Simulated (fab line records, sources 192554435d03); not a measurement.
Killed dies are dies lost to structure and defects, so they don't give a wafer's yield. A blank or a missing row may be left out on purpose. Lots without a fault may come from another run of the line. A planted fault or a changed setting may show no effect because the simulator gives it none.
Split-lot experiment | flow n5_finfet | 7 lots, 39 wafers read, on a route of 1938 steps

THE SPLIT
At N5_SPACER0_ALD_07 (deposits SiNx, target thk 2 nm), the setting target_thk_a was moved away from the recipe's 20 angstrom on 15 of the 39 wafers read, by -15.7% to +11.8%. The other wafers ran this setting at the recipe's value.

The reading is taken at the split's own step.

THE READING
SiNx_of_SPACER0_ALD_07.thk_nm (the simulator's own value, which no gauge read), in nm, at N5_SPACER0_ALD_07 (deposits SiNx, target thk 2 nm). The file gives no usual value for it.

wafer  | tool, chamber at the split | target_thk_a as run, angstrom | against the recipe | SiNx_of_SPACER0_ALD_07.thk_nm, nm | against lot-mates on the recipe
L074.1 | ald_sin-03, 3,1,2,0,0,3    | 20                            | recipe             | 2                                 | -
L074.2 | ald_sin-03, 3,1,2,0,0,3    | 20                            | recipe             | 2                                 | -
L074.3 | ald_sin-03, 3,1,2,0,0,3    | 20                            | recipe             | 2                                 | -
L074.4 | ald_sin-03, 3,1,2,0,0,3    | 20                            | recipe             | 2                                 | -
L074.5 | ald_sin-03, 3,1,2,0,0,3    | 20                            | recipe             | 2                                 | -
L074.6 | ald_sin-03, 3,1,2,0,0,3    | 20                            | recipe             | 2                                 | -
L077.1 | ald_sin-04, 1,2,3          | 21.42                         | +7.1%              | 2.2                               | +0.2
L077.3 | ald_sin-04, 1,2,3          | 21.42                         | +7.1%              | 2.2                               | +0.2
L077.4 | ald_sin-04, 1,2,3          | 21.42                         | +7.1%              | 2.2                               | +0.2
L077.2 | ald_sin-04, 0,2,3          | 20                            | recipe             | 2                                 | -
L077.5 | ald_sin-04, 0,2,3          | 20                            | recipe             | 2                                 | -
L077.6 | ald_sin-04, 0,2,3          | 20                            | recipe             | 2                                 | -
L080.1 | ald_sin-01, 0,3,3          | 20                            | recipe             | 2                                 | -
L080.4 | ald_sin-01, 0,3,3          | 20                            | recipe             | 2                                 | -
L080.6 | ald_sin-01, 0,3,3          | 20                            | recipe             | 2                                 | -
L080.2 | ald_sin-01, 2,1,2          | 17.58                         | -12.1%             | 1.8                               | -0.2
L080.3 | ald_sin-01, 2,1,2          | 17.58                         | -12.1%             | 1.8                               | -0.2
L080.5 | ald_sin-01, 2,1,2          | 17.58                         | -12.1%             | 1.8                               | -0.2
L082.1 | ald_sin-01, 0,3,1          | 20                            | recipe             | 2                                 | -
L082.2 | ald_sin-01, 0,3,1          | 20                            | recipe             | 2                                 | -
L082.4 | ald_sin-01, 0,3,1          | 20                            | recipe             | 2                                 | -
L082.3 | ald_sin-01, 2              | 21.02                         | +5.1%              | 2                                 | +0.0
L082.5 | ald_sin-01, 2,3            | 21.02                         | +5.1%              | 2.2                               | +0.2
L082.6 | ald_sin-01, 2,3            | 21.02                         | +5.1%              | 2.2                               | +0.2
L089.1 | ald_sin-04, 3,2,1          | 20                            | recipe             | 2                                 | -
L089.2 | ald_sin-04, 3,2,1          | 20                            | recipe             | 2                                 | -
L089.6 | ald_sin-04, 3,2,1          | 20                            | recipe             | 2                                 | -
L089.3 | ald_sin-04, 1,0,0          | 22.35                         | +11.8%             | 2.2                               | +0.2
L089.4 | ald_sin-04, 1,0,0          | 22.35                         | +11.8%             | 2.2                               | +0.2
L089.5 | ald_sin-04, 1,0,0          | 22.35                         | +11.8%             | 2.2                               | +0.2
L090.4 | ald_sin-04, 2,3,2          | 20                            | recipe             | 2                                 | -
L090.5 | ald_sin-04, 2,3,2          | 20                            | recipe             | 2                                 | -
L090.6 | ald_sin-04, 2,3,2          | 20                            | recipe             | 2                                 | -
L094.1 | ald_sin-04, 0,1,1          | 20                            | recipe             | 2                                 | -
L094.2 | ald_sin-04, 0,1,1          | 20                            | recipe             | 2                                 | -
L094.5 | ald_sin-04, 0,1,1          | 20                            | recipe             | 2                                 | -
L094.3 | ald_sin-04, 2,3            | 16.85                         | -15.7%             | 1.6                               | -0.4
L094.4 | ald_sin-04, 2,3            | 16.85                         | -15.7%             | 1.6                               | -0.4
L094.6 | ald_sin-04, 0              | 16.85                         | -15.7%             | 1.8                               | -0.2
Where a row lists several chambers, the file gives one row for several wafers and doesn't say which wafer went through which chamber.

THE FIT
A straight line over all 39 wafers: SiNx_of_SPACER0_ALD_07.thk_nm changes by +0.0199 nm for each +1% of target_thk_a; r = +0.95; the points scatter about the line by 0.045 nm.
The same after taking each lot's own level away (the mean of its wafers on the recipe; 39 wafers): +0.0199 nm for each +1%; r = +0.95; scatter 0.045 nm.
On that fit, the largest move of target_thk_a shifts the reading by 0.31 nm.
The lots' own levels span 2.00 to 2.00 nm.
So the lot-to-lot level changes the slope little: the two slopes agree.
Check: with one of the wafers moved furthest among these (-15.7%) left out of the fit, the line predicts -0.291 nm for it against its lot-mates. It came out at -0.4 nm against them.

OTHER SPLITS ON THESE WAFERS
These wafers also went through other splits before the reading. Each is held against what the fit with the lots' levels taken away leaves over:
other split on the same wafers    | wafers away from the commonest value | r with SiNx_of_SPACER0_ALD_07.thk_nm (lot level and that fit taken away)
N5_WELL_APT_IMPLANT_32 energy_kev | 15                                   | +0.04
N5_WELL_APT_EPI_41 time_s         | 12                                   | -0.13
N5_DUMMY_GATE_HM_DEP_06 time_s    | 30                                   | +0.09
N5_DUMMY_GATE_ETCH_37 source_w    | 9                                    | +0.14

THE FILE'S OWN FIT
SiNx_of_SPACER0_ALD_07.thk_nm changes by +0.0199 nm for each +1% of target_thk_a, r = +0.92.
